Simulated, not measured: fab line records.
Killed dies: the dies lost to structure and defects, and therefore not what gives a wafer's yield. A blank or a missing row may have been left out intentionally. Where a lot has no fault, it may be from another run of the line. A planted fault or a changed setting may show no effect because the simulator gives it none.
3 desks, one fault | flow n5Finfet | each desk has only its own numbers; what lay behind them comes last

## FROM THE METROLOGY DESK
Means of the sampled wafers that have a number, per lot and without regard to the tool the lot ran on: this is what the gauges read. Any lot whose mean is over 4 standard deviations away from the usual mean is out of limits and marked OUT; that distance is given in the brackets. 7 of its 12 readings are shown, namely those furthest out on some lot.
Columns: A = cdNm at N5_SD_EPI_P_CD_MEAS_09, usual 240.0 nm; B = DIBL_N at N5_BEOL_M4_RC_MEAS_101, usual 36.0 mV/V; C = IOFF_N at N5_BEOL_M4_RC_MEAS_101, usual 0.155 nA/um; D = IOFF_P at N5_BEOL_M4_RC_MEAS_101, usual 0.20 nA/um; E = ION_P at N5_BEOL_M4_RC_MEAS_101, usual 461 uA/um; F = SS_P at N5_BEOL_M4_RC_MEAS_101, usual 73.2 mV/dec; G = VT_P at N5_BEOL_M4_RC_MEAS_101, usual -251.0 mV
lot  | first seen here | A     | B    | C     | D    | E   | F    | G
L996 | day 3 08:13     | 240.3 | 34.5 | 0.125 | 0.16 | 449 | 72.6 | -257.1
L999 | day 4 02:17     | 240.8 | 37.3 | 0.164 | 0.22 | 464 | 73.4 | -249.5
L110 | day 6 19:38     | 239.6 | 35.5 | 0.151 | 0.22 | 467 | 73.9 | -246.2
L111 | day 7 06:05     | 239.2 | 35.6 | 0.149 | 0.21 | 459 | 73.3 | -250.1
L115 | day 8 01:10     | 240.4 | 33.9 | 0.130 | 0.19 | 463 | 73.0 | -250.9
L119 | day 9 08:01     | 240.4 | 37.4 | 0.171 | 0.22 | 457 | 73.8 | -250.8
This desk's verdict: no lot among the 6 shows anything out of limits.

## THE DEFECT DESK
Per lot, the means of the sampled wafers with a number show what the inspections along the route counted. Any lot whose mean is over 4 standard deviations away from the usual mean is out of limits and marked OUT; that distance is given in the brackets.
Columns: A = rawDefectCount at N5_SD_EPI_P_INSPECT_11, usual 2.0
lot  | first seen here | A
L996 | day 3 08:16     | 2.3
L999 | day 4 02:20     | 2.7
L110 | day 6 19:41     | 1.7
L111 | day 7 06:09     | 1.3
L115 | day 8 01:14     | 2.0
L119 | day 9 08:05     | 3.0
This desk's verdict: no lot among the 6 shows anything out of limits.

## FOR THE TOOL OWNER'S DESK: rieDiel-05
The tool's own readings at N5_SD_EPI_P_ETCHBACK_46 (etches SiNx in CH3F/O2, stops on SiO2, target depth 17.5 nm): means of the sampled wafers that have a number, for each lot that ran on this tool. Any lot whose mean is over 4 standard deviations away from the usual mean is out of limits and marked OUT; that distance is given in the brackets.
Columns: A = chamberPressureMTorr at N5_SD_EPI_P_ETCHBACK_46, usual 30.000 mTorr; B = drypumpMotorCurrentA at N5_SD_EPI_P_ETCHBACK_46, usual 5.7 A; C = oesProductAu at N5_SD_EPI_P_ETCHBACK_46, usual 0.65 a.u.; D = rfVppV at N5_SD_EPI_P_ETCHBACK_46, usual 296 V; E = showerheadPlenumPTorr at N5_SD_EPI_P_ETCHBACK_46, usual 2.02 Torr; F = throttleValvePct at N5_SD_EPI_P_ETCHBACK_46, usual 16.37 %
lot  | first seen here | A      | B   | C    | D   | E    | F
L996 | day 3 08:43     | 29.991 | 5.5 | 0.63 | 291 | 1.98 | 16.36
L110 | day 6 20:08     | 30.016 | 5.5 | 0.62 | 292 | 2.00 | 16.35
L111 | day 7 07:13     | 30.028 | 5.6 | 0.73 | 293 | 2.10 | 16.34
This desk's verdict: no lot among the 3 shows anything out of limits.

## ALL TOGETHER
The metrology desk saw nothing out of limits.
Nothing out of limits was seen by the defect desk.
The desk of the tool owner found nothing out of limits.

## WHAT HAD BEEN PUT IN BY THE SIMULATOR
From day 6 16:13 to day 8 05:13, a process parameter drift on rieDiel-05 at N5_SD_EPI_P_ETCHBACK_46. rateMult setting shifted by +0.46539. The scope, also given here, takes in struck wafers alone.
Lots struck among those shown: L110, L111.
